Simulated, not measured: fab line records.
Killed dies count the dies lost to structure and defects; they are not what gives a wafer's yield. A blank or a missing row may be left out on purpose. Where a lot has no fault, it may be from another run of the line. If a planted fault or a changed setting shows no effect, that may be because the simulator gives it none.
fab line records -- flow nandHarc
record: lots: 7, wafers: 21, lastDay: 34
route steps=1302 shown A_ONON_D1@428 END@1302
lots that met no fault: from a run of the same line without faults
startH: hours from the record's opening day to when the first of the lot's shown wafers began -- waitH: how many hours have passed since the lot's step before this one -- " same as the row above -- L1.1+2: a row that stands for several wafers -- - no value present, or no start provided -- * or withheld: withheld -- < > ~ a bound
route shown NAME@n: names a module that has steps shown in the file, with the first one's number in the route -- usual: mean/standard deviation taken from wafers without a fault -- same: alike in all rows -- chamber/n: place in a boat -- sites: readings site by site -- _std_site: the values' standard deviation -- _edge_site: outer sites' mean less inner sites' -- radiusMm: how far each site lies from the wafer's centre -- mask NAME#n: copy n -- behind: tool/chamber where the wafer was last shaped -- hold: why the lot went on hold/how many hours it stayed there/how the hold came to an end -- device: names the non-switching transistor (n, p or np) -- end of line: tests run on the same wafers once the route is complete -- where a step has no rows: the recipe by itself -- killed: the dies lost at the first sort to structure and to defects; this is not the yield of the wafer -- map: per-die view of a wafer (x killed, . not killed, _ where there is no die)
set.NAME: setting as actually run; set.NAME@STEP: the setting as run at that earlier step -- model.NAME: the simulator's own value behind a step, which no gauge read
a table for each step, a row for each wafer; lots at some steps of the route
services: a tool's chamber out of use, with start hour (startH, from the record's first day; less than 0 if before it), hours out, and reason
== steps ==
step: NHARC_A_ONON_D1_DEP_06
recipe: targetThkA: 10000, n2FlowSccm: 2750, n2oFlowSccm: 2000, nh3FlowSccm: 500, sih4FlowSccm: 210, tempC: 400
step: NHARC_A_ONON_D1_THK_MEAS_08
recipe: thkMeasGauge: ellipsometry
usual: thkNm: 998/13
lot.wafer,tool,chamber,startH,waitH,thkNm
L998.2,filmMetro-01,-,176.68,-,1012
L998.3,filmMetro-01,-,176.68,-,1011
L998.4,filmMetro-01,-,176.68,-,1013
L100.2,filmMetro-02,-,188.65,-,987
L100.3,filmMetro-02,-,188.65,-,988
L100.5,filmMetro-02,-,188.65,-,988
L101.2,filmMetro-02,-,208.37,-,1029
L101.4,filmMetro-02,-,208.37,-,1030
L101.5,filmMetro-02,-,208.37,-,1031
L103.1,filmMetro-02,-,222.93,-,968
L103.4,filmMetro-02,-,222.93,-,970
L103.5,filmMetro-02,-,222.93,-,970
L111.1,filmMetro-02,-,310.34,-,986
L111.2,filmMetro-02,-,310.34,-,985
L111.4,filmMetro-02,-,310.34,-,987
L116.1,filmMetro-02,-,360.00,-,1007
L116.3,filmMetro-02,-,360.00,-,1007
L116.4,filmMetro-02,-,360.00,-,1007
L120.4,filmMetro-02,-,390.69,-,976
L120.5,filmMetro-02,-,390.69,-,978
L120.6,filmMetro-02,-,390.69,-,979
step: NHARC_A_ONON_D1_DEP_09
recipe: targetThkA: 10000, n2FlowSccm: 2750, n2oFlowSccm: 2000, nh3FlowSccm: 500, sih4FlowSccm: 210, tempC: 400
step: NHARC_A_ONON_D1_THK_MEAS_11
recipe: thkMeasGauge: ellipsometry
usual: thkNm: 995/10
lot.wafer,tool,chamber,startH,waitH,thkNm
L998.2,filmMetro-01,-,177.24,-,985
L998.3,filmMetro-01,-,177.24,-,987
L998.4,filmMetro-01,-,177.24,-,986
L100.2,filmMetro-01,-,189.22,-,1001
L100.3,filmMetro-01,-,189.22,-,1002
L100.5,filmMetro-01,-,189.22,-,1003
L101.2,filmMetro-01,-,208.94,-,994
L101.4,filmMetro-01,-,208.94,-,995
L101.5,filmMetro-01,-,208.94,-,995
L103.1,filmMetro-02,-,223.50,-,1001
L103.4,filmMetro-02,-,223.50,-,1000
L103.5,filmMetro-02,-,223.50,-,1002
L111.1,filmMetro-01,-,310.91,-,1000
L111.2,filmMetro-01,-,310.91,-,1000
L111.4,filmMetro-01,-,310.91,-,998
L116.1,filmMetro-02,-,360.57,-,1014
L116.3,filmMetro-02,-,360.57,-,1015
L116.4,filmMetro-02,-,360.57,-,1015
L120.4,filmMetro-01,-,391.26,-,986
L120.5,filmMetro-01,-,391.26,-,987
L120.6,filmMetro-01,-,391.26,-,986
step: NHARC_A_ONON_D1_DEP_12
recipe: targetThkA: 10000, n2FlowSccm: 2750, n2oFlowSccm: 2000, nh3FlowSccm: 500, sih4FlowSccm: 210, tempC: 400
step: NHARC_A_ONON_D1_THK_MEAS_14
recipe: thkMeasGauge: ellipsometry
usual: thkNm: 998/12
lot.wafer,tool,chamber,startH,waitH,thkNm
L998.2,filmMetro-01,-,177.81,-,987
L998.3,filmMetro-01,-,177.81,-,990
L998.4,filmMetro-01,-,177.81,-,986
L100.2,filmMetro-02,-,189.79,-,983
L100.3,filmMetro-02,-,189.79,-,982
L100.5,filmMetro-02,-,189.79,-,984
L101.2,filmMetro-02,-,209.51,-,1005
L101.4,filmMetro-02,-,209.51,-,1006
L101.5,filmMetro-02,-,209.51,-,1008
L103.1,filmMetro-01,-,224.07,-,996
L103.4,filmMetro-01,-,224.07,-,998
L103.5,filmMetro-01,-,224.07,-,996
L111.1,filmMetro-02,-,311.47,-,1010
L111.2,filmMetro-02,-,311.47,-,1009
L111.4,filmMetro-02,-,311.47,-,1006
L116.1,filmMetro-02,-,361.16,-,997
L116.3,filmMetro-02,-,361.16,-,1001
L116.4,filmMetro-02,-,361.16,-,1001
L120.4,filmMetro-01,-,391.83,-,985
L120.5,filmMetro-01,-,391.83,-,984
L120.6,filmMetro-01,-,391.83,-,984
step: NHARC_A_ONON_D1_ANNEAL_15
recipe: tempC: 750, timeS: 3600
step: NHARC_A_ONON_D1_DEP_16
recipe: targetThkA: 10000, n2FlowSccm: 2750, n2oFlowSccm: 2000, nh3FlowSccm: 500, sih4FlowSccm: 210, tempC: 400
step: NHARC_A_ONON_D1_THK_MEAS_18
recipe: thkMeasGauge: ellipsometry
usual: thkNm: 1000/11
lot.wafer,tool,chamber,startH,waitH,thkNm
L998.2,filmMetro-02,-,185.61,-,996
L998.3,filmMetro-02,-,185.61,-,994
L998.4,filmMetro-02,-,185.61,-,994
L100.2,filmMetro-01,-,201.25,-,1008
L100.3,filmMetro-01,-,201.25,-,1007
L100.5,filmMetro-01,-,201.25,-,1007
L101.2,filmMetro-02,-,217.31,-,1010
L101.4,filmMetro-02,-,217.31,-,1010
L101.5,filmMetro-02,-,217.31,-,1009
L103.1,filmMetro-02,-,232.79,-,990
L103.4,filmMetro-02,-,232.79,-,991
L103.5,filmMetro-02,-,232.79,-,990
L111.1,filmMetro-01,-,324.29,-,1011
L111.2,filmMetro-01,-,324.29,-,1012
L111.4,filmMetro-01,-,324.29,-,1010
L116.1,filmMetro-01,-,372.88,-,1014
L116.3,filmMetro-01,-,372.88,-,1014
L116.4,filmMetro-01,-,372.88,-,1012
L120.4,filmMetro-01,-,399.63,-,987
L120.5,filmMetro-01,-,399.63,-,985
L120.6,filmMetro-01,-,399.63,-,989
step: NHARC_A_ONON_D1_DEP_19
recipe: targetThkA: 10000, n2FlowSccm: 2750, n2oFlowSccm: 2000, nh3FlowSccm: 500, sih4FlowSccm: 210, tempC: 400
step: NHARC_A_ONON_D1_THK_MEAS_21
recipe: thkMeasGauge: ellipsometry
usual: thkNm: 1000/6.8
lot.wafer,tool,chamber,startH,waitH,thkNm
L998.2,filmMetro-01,-,186.17,-,1004
L998.3,filmMetro-01,-,186.17,-,1004
L998.4,filmMetro-01,-,186.17,-,1005
L100.2,filmMetro-01,-,201.82,-,987
L100.3,filmMetro-01,-,201.82,-,986
L100.5,filmMetro-01,-,201.82,-,986
L101.2,filmMetro-02,-,217.88,-,1003
L101.4,filmMetro-02,-,217.88,-,1001
L101.5,filmMetro-02,-,217.88,-,1001
L103.1,filmMetro-02,-,233.36,-,1000
L103.4,filmMetro-02,-,233.36,-,1000
L103.5,filmMetro-02,-,233.36,-,1001
L111.1,filmMetro-02,-,324.86,-,997
L111.2,filmMetro-02,-,324.86,-,998
L111.4,filmMetro-02,-,324.86,-,997
L116.1,filmMetro-01,-,373.46,-,994
L116.3,filmMetro-01,-,373.46,-,993
L116.4,filmMetro-01,-,373.46,-,993
L120.4,filmMetro-01,-,400.20,-,1007
L120.5,filmMetro-01,-,400.20,-,1005
L120.6,filmMetro-01,-,400.20,-,1006
step: NHARC_A_ONON_D1_DEP_22
recipe: targetThkA: 10000, n2FlowSccm: 2750, n2oFlowSccm: 2000, nh3FlowSccm: 500, sih4FlowSccm: 210, tempC: 400
lot.wafer,tool,chamber,startH,waitH
L998.2+3+4,pecvdOnon-01,0,186.29,0.1
L100.2+3+5,pecvdOnon-01,0,201.93,0.1
L101.2+4+5,pecvdOnon-01,0,217.99,0.1
L103.1+4+5,pecvdOnon-01,0,233.42,0.1
L111.1+2+4,pecvdOnon-02,0,324.92,0.1
L116.1+3+4,pecvdOnon-04,0,373.52,0.1
L120.4+5+6,pecvdOnon-04,0,400.43,0.2
step: NHARC_A_ONON_D1_THK_MEAS_24
recipe: thkMeasGauge: ellipsometry
usual: thkNm: 1001/9.2
lot.wafer,tool,chamber,startH,waitH,thkNm
L998.2,filmMetro-02,-,186.74,-,1006
L998.3,filmMetro-02,-,186.74,-,1005
L998.4,filmMetro-02,-,186.74,-,1002
L100.2,filmMetro-01,-,202.38,-,1505
L100.3,filmMetro-01,-,202.38,-,1504
L100.5,filmMetro-01,-,202.38,-,1504
L101.2,filmMetro-02,-,218.45,-,1471
L101.4,filmMetro-02,-,218.45,-,1472
L101.5,filmMetro-02,-,218.45,-,1471
L103.1,filmMetro-02,-,233.93,-,1494
L103.4,filmMetro-02,-,233.93,-,1493
L103.5,filmMetro-02,-,233.93,-,1494
L111.1,filmMetro-01,-,325.43,-,995
L111.2,filmMetro-01,-,325.43,-,996
L111.4,filmMetro-01,-,325.43,-,995
L116.1,filmMetro-01,-,374.03,-,1013
L116.3,filmMetro-01,-,374.03,-,1012
L116.4,filmMetro-01,-,374.03,-,1012
L120.4,filmMetro-01,-,400.77,-,1008
L120.5,filmMetro-01,-,400.77,-,1011
L120.6,filmMetro-01,-,400.77,-,1009
step: NHARC_A_ONON_D1_DEP_25
recipe: targetThkA: 10000, n2FlowSccm: 2750, n2oFlowSccm: 2000, nh3FlowSccm: 500, sih4FlowSccm: 210, tempC: 400
step: NHARC_END_SORT_01
recipe: tempC: 25
usual: killedAtArray: 52/18, killedAtOther: 0.6/0.83, killedAtPeriphery: 4.3/2.8, killedDies: 57/19, killedOpen: 3.4/2, killedShort: 2.5/1.7
same: grossDies: 677
lot.wafer,tool,chamber,startH,waitH,killedAtArray,killedAtOther,killedAtPeriphery,killedDies,killedOpen,killedShort
L998.2,prober-01,0,573.28,2.8,58,0,10,68,4,4
L998.3,prober-01,0,574.09,3.1,58,0,4,62,1,3
L998.4,prober-01,0,574.89,3.4,55,2,2,59,2,2
L101.2,prober-02,0,589.19,2.8,671,2,4,677,2,1
L101.4,prober-02,0,590.79,3.4,668,0,9,677,4,2
L101.5,prober-02,0,591.60,3.7,674,0,3,677,1,3
L100.2,prober-01,0,593.61,2.8,672,1,4,677,6,6
L100.3,prober-01,0,594.40,3.1,672,2,3,677,8,3
L100.5,prober-01,0,596.00,3.7,672,1,4,677,3,4
L103.1,prober-02,0,611.67,2.5,672,1,4,677,3,3
L103.4,prober-02,0,614.08,3.4,673,0,4,677,3,4
L103.5,prober-02,0,614.89,3.7,673,0,4,677,2,4
L111.1,prober-02,0,703.29,2.5,57,2,8,67,1,3
L111.2,prober-02,0,704.10,2.8,56,0,4,60,2,2
L111.4,prober-02,0,705.70,3.4,66,0,5,71,4,4
L116.1,prober-01,0,773.06,2.5,46,1,3,50,6,2
L116.3,prober-01,0,774.66,3.1,55,1,2,58,1,1
L116.4,prober-01,0,775.45,3.4,55,0,6,61,6,6
killed by level:class
L998.2 A_CHANNEL_HOLE_D2:chamberFilmFlake=30 A_SLIT:chamberFilmFlake=14 A_CONTACT:chamberFilmFlake=4 P_M2:chamberFilmFlake=3 A_BLC:chamberFilmFlake=3 A_CONTACT:geometricParticle:open=2 P_STI:chamberFilmFlake=2 P_GATE:chamberFilmFlake=2
L998.3 A_CHANNEL_HOLE_D2:chamberFilmFlake=29 A_SLIT:chamberFilmFlake=7 A_CONTACT:chamberFilmFlake=7 A_BLC:chamberFilmFlake=5 A_STAIRCASE:chamberFilmFlake=5 A_WL_FILL:geometricParticle:short=2 P_ZERO_WELL:chamberFilmFlake=2 P_M0:geometricParticle:open=1
L998.4 A_CHANNEL_HOLE_D2:chamberFilmFlake=32 A_SLIT:chamberFilmFlake=13 A_BLC:chamberFilmFlake=3 A_STAIRCASE:chamberFilmFlake=2 A_CONTACT:chamberFilmFlake=2 THIN_TSV:chamberFilmFlake=2 P_CONTACT:geometricParticle:open=1 A_CHANNEL_FILL_D1:geometricParticle:short=1
L101.2 A_ONON_D1:areaDep=614 A_CHANNEL_HOLE_D1:chamberFilmFlake=33 A_SLIT:chamberFilmFlake=13 A_STAIRCASE:chamberFilmFlake=3 P_GATE:chamberFilmFlake=2 A_CHANNEL_HOLE_D2:chamberFilmFlake=2 A_CONTACT:chamberFilmFlake=2 HYBRID_BOND:chamberFilmFlake=2
L101.4 A_ONON_D1:areaDep=603 A_CHANNEL_HOLE_D1:chamberFilmFlake=36 A_SLIT:chamberFilmFlake=18 P_GATE:chamberFilmFlake=8 A_CHANNEL_HOLE_D2:chamberFilmFlake=3 A_CONTACT:chamberFilmFlake=2 P_CONTACT:geometricParticle:open=1 A_CHANNEL_FILL_D1:geometricParticle:short=1
L101.5 A_ONON_D1:areaDep=593 A_CHANNEL_HOLE_D1:chamberFilmFlake=41 A_SLIT:chamberFilmFlake=18 A_CONTACT:chamberFilmFlake=10 A_CHANNEL_HOLE_D2:chamberFilmFlake=5 A_CHANNEL_FILL_D1:geometricParticle:short=2 P_GATE:chamberFilmFlake=2 A_DECK1_JOINT:chamberFilmFlake=2
L100.2 A_ONON_D1:areaDep=647 A_STAIRCASE:chamberFilmFlake=4 A_SLIT:chamberFilmFlake=4 P_CONTACT:geometricParticle:open=3 A_CONTACT:chamberFilmFlake=3 A_ONON_D1:geometricParticle:short=2 A_CHANNEL_HOLE_D1:chamberFilmFlake=2 A_CHANNEL_HOLE_D2:chamberFilmFlake=2
L100.3 A_ONON_D1:areaDep=648 A_STAIRCASE:chamberFilmFlake=9 A_DECK1_JOINT:geometricParticle:open=3 A_CHANNEL_HOLE_D2:chamberFilmFlake=3 P_M0:geometricParticle:open=2 A_SLIT:chamberFilmFlake=2 THIN_TSV:chamberFilmFlake=2 P_M0:geometricParticle:short=1
L100.5 A_ONON_D1:areaDep=651 A_CONTACT:chamberFilmFlake=6 A_CHANNEL_HOLE_D2:chamberFilmFlake=5 A_STAIRCASE:chamberFilmFlake=3 A_SLIT:chamberFilmFlake=2 P_CONTACT:geometricParticle:short=1 P_M0:geometricParticle:short=1 P_M2:geometricParticle:open=1
L103.1 A_ONON_D1:areaDep=626 A_CHANNEL_HOLE_D2:chamberFilmFlake=34 A_CONTACT:chamberFilmFlake=3 P_M1:chamberFilmFlake=2 P_BONDPAD:chamberFilmFlake=2 A_ONON_D1:geometricParticle:short=1 A_ONON_D1:geometricParticle:open=1 A_CHANNEL_FILL_D1:geometricParticle:short=1
L103.4 A_ONON_D1:areaDep=629 A_CHANNEL_HOLE_D2:chamberFilmFlake=31 A_CHANNEL_FILL_D2:geometricParticle:short=3 A_CONTACT:chamberFilmFlake=3 A_WL_FILL:geometricParticle:open=2 P_GATE:chamberFilmFlake=2 A_CHANNEL_HOLE_D1:chamberFilmFlake=2 A_ONON_D2:geometricParticle:short=1
L103.5 A_ONON_D1:areaDep=629 A_CHANNEL_HOLE_D2:chamberFilmFlake=32 A_CONTACT:geometricParticle:short=2 P_ZERO_WELL:chamberFilmFlake=2 A_CHANNEL_HOLE_D1:chamberFilmFlake=2 A_DECK1_JOINT:chamberFilmFlake=2 A_CHANNEL_FILL_D1:geometricParticle:short=1 A_ONON_D2:geometricParticle:open=1
L111.1 A_CHANNEL_HOLE_D1:chamberFilmFlake=33 A_CHANNEL_HOLE_D2:chamberFilmFlake=9 A_CONTACT:chamberFilmFlake=7 P_M2:chamberFilmFlake=6 A_STAIRCASE:chamberFilmFlake=3 P_GATE:geometricParticle:short=1 A_ONON_D1:geometricParticle:open=1 A_CHANNEL_FILL_D1:geometricParticle:short=1
L111.2 A_CHANNEL_HOLE_D1:chamberFilmFlake=27 A_CHANNEL_HOLE_D2:chamberFilmFlake=13 A_CONTACT:chamberFilmFlake=6 P_M2:chamberFilmFlake=4 A_ZERO_WELL:chamberFilmFlake=2 A_STAIRCASE:chamberFilmFlake=2 A_ONON_D1:geometricParticle:open=1 A_CHANNEL_FILL_D1:geometricParticle:open=1
L111.4 A_CHANNEL_HOLE_D1:chamberFilmFlake=33 A_CHANNEL_HOLE_D2:chamberFilmFlake=15 A_CONTACT:chamberFilmFlake=6 A_SLIT:chamberFilmFlake=3 P_M0:geometricParticle:short=2 A_ONON_D2:geometricParticle:short=2 P_ZERO_WELL:chamberFilmFlake=2 A_CHANNEL_FILL_D1:geometricParticle:open=1
L116.1 A_CHANNEL_HOLE_D2:chamberFilmFlake=12 A_CONTACT:chamberFilmFlake=12 A_SLIT:chamberFilmFlake=7 A_CHANNEL_HOLE_D1:chamberFilmFlake=4 A_SGD_CUT:chamberFilmFlake=3 A_STAIRCASE:chamberFilmFlake=2 P_GATE:geometricParticle:open=1 P_BONDPAD:geometricParticle:open=1
L116.3 A_CHANNEL_HOLE_D2:chamberFilmFlake=15 A_CONTACT:chamberFilmFlake=11 A_CHANNEL_HOLE_D1:chamberFilmFlake=6 A_STAIRCASE:chamberFilmFlake=6 A_SLIT:chamberFilmFlake=6 A_SGD_CUT:chamberFilmFlake=4 A_DECK1_JOINT:chamberFilmFlake=2 A_BLC:chamberFilmFlake=2
L116.4 A_CHANNEL_HOLE_D2:chamberFilmFlake=13 A_STAIRCASE:chamberFilmFlake=11 A_CONTACT:chamberFilmFlake=8 A_CHANNEL_HOLE_D1:chamberFilmFlake=4 A_SLIT:chamberFilmFlake=4 A_SGD_CUT:chamberFilmFlake=3 A_DECK1_JOINT:geometricParticle:short=2 A_DECK1_JOINT:chamberFilmFlake=2
map L100.2 (x killed, . not)
____________x____________
_________xxxxxxx_________
_______xxxxxxxxxxx_______
______xxxxxxxxxxxxx______
_____xxxxxxxxxxxxxxx_____
____xxxxxxxxxxxxxxxxx____
____xxxxxxxxxxxxxxxxx____
___xxxxxxxxxxxxxxxxxxx___
___xxxxxxxxxxxxxxxxxxx___
__xxxxxxxxxxxxxxxxxxxxx__
__xxxxxxxxxxxxxxxxxxxxx__
_xxxxxxxxxxxxxxxxxxxxxxx_
_xxxxxxxxxxxxxxxxxxxxxxx_
_xxxxxxxxxxxxxxxxxxxxxxx_
_xxxxxxxxxxxxxxxxxxxxxxx_
_xxxxxxxxxxxxxxxxxxxxxxx_
xxxxxxxxxxxxxxxxxxxxxxxxx
xxxxxxxxxxxxxxxxxxxxxxxxx
xxxxxxxxxxxxxxxxxxxxxxxxx
xxxxxxxxxxxxxxxxxxxxxxxxx
xxxxxxxxxxxxxxxxxxxxxxxxx
_xxxxxxxxxxxxxxxxxxxxxxx_
_xxxxxxxxxxxxxxxxxxxxxxx_
_xxxxxxxxxxxxxxxxxxxxxxx_
_xxxxxxxxxxxxxxxxxxxxxxx_
_xxxxxxxxxxxxxxxxxxxxxxx_
__xxxxxxxxxxxxxxxxxxxxx__
__xxxxxxxxxxxxxxxxxxxxx__
___xxxxxxxxxxxxxxxxxxx___
___xxxxxxxxxxxxxxxxxxx___
____xxxxxxxxxxxxxxxxx____
____xxxxxxxxxxxxxxxxx____
_____xxxxxxxxxxxxxxx_____
______xxxxxxxxxxxxx______
_______xxxxxxxxxxx_______
_________xxxxxxx_________
____________x____________
map L101.2 (x killed, . not)
____________x____________
_________xxxxxxx_________
_______xxxxxxxxxxx_______
______xxxxxxxxxxxxx______
_____xxxxxxxxxxxxxxx_____
____xxxxxxxxxxxxxxxxx____
____xxxxxxxxxxxxxxxxx____
___xxxxxxxxxxxxxxxxxxx___
___xxxxxxxxxxxxxxxxxxx___
__xxxxxxxxxxxxxxxxxxxxx__
__xxxxxxxxxxxxxxxxxxxxx__
_xxxxxxxxxxxxxxxxxxxxxxx_
_xxxxxxxxxxxxxxxxxxxxxxx_
_xxxxxxxxxxxxxxxxxxxxxxx_
_xxxxxxxxxxxxxxxxxxxxxxx_
_xxxxxxxxxxxxxxxxxxxxxxx_
xxxxxxxxxxxxxxxxxxxxxxxxx
xxxxxxxxxxxxxxxxxxxxxxxxx
xxxxxxxxxxxxxxxxxxxxxxxxx
xxxxxxxxxxxxxxxxxxxxxxxxx
xxxxxxxxxxxxxxxxxxxxxxxxx
_xxxxxxxxxxxxxxxxxxxxxxx_
_xxxxxxxxxxxxxxxxxxxxxxx_
_xxxxxxxxxxxxxxxxxxxxxxx_
_xxxxxxxxxxxxxxxxxxxxxxx_
_xxxxxxxxxxxxxxxxxxxxxxx_
__xxxxxxxxxxxxxxxxxxxxx__
__xxxxxxxxxxxxxxxxxxxxx__
___xxxxxxxxxxxxxxxxxxx___
___xxxxxxxxxxxxxxxxxxx___
____xxxxxxxxxxxxxxxxx____
____xxxxxxxxxxxxxxxxx____
_____xxxxxxxxxxxxxxx_____
______xxxxxxxxxxxxx______
_______xxxxxxxxxxx_______
_________xxxxxxx_________
____________x____________
== services ==
tool,chamber,startH,hours,kind
pecvdOnon-02,-,185.09,13.0,pm
pecvdOnon-01,-,269.21,13.0,pm
pecvdOnon-04,-,311.00,13.0,pm
pecvdOnon-02,-,366.09,13.0,pm
== key ==
firstSign: step: NHARC_A_ONON_D1_THK_MEAS_24, reading: thkNm, direction: up, sigmas: 53, usual: 1001, struck: 1490
effect: step: NHARC_END_SORT_01, reading: killedAtArray, direction: up, sigmas: 34, usual: 52, struck: 672
moreKillsBornAt: NHARC_A_ONON_D1_DEP_22@pecvdOnon-01: 5640
metAt NHARC_A_ONON_D1_DEP_22
struckWafers L100.2,L100.3,L100.5,L101.2,L101.4,L101.5,L103.1,L103.4,L103.5
laterRowsLeftOut L100.2,L100.3,L100.5,L101.2,L101.4,L101.5,L103.1,L103.4,L103.5
testerLeftOut L100,L101,L103
onsetBetween 186.29 201.93
fault: kind: processParameterDrift, tool: pecvdOnon-01, chamber: -, onsetH: 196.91, steps: NHARC_A_ONON_D1_DEP_22, channel: targetThkA, offset: *, shape: step, endH: 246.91, actsIn: *, stated: *
testerLeftOut: of these lots the tester's yield and bins aren't shown, on N5 and GAA mostly nor the transistor test; their killed dies are dies lost to structure and defects alone, not to doping, threshold or leakage, so they don't give the yield
laterRowsLeftOut: the simulator's readings of these wafers behind a module that went badly wrong aren't trusted and aren't shown, but for the sort
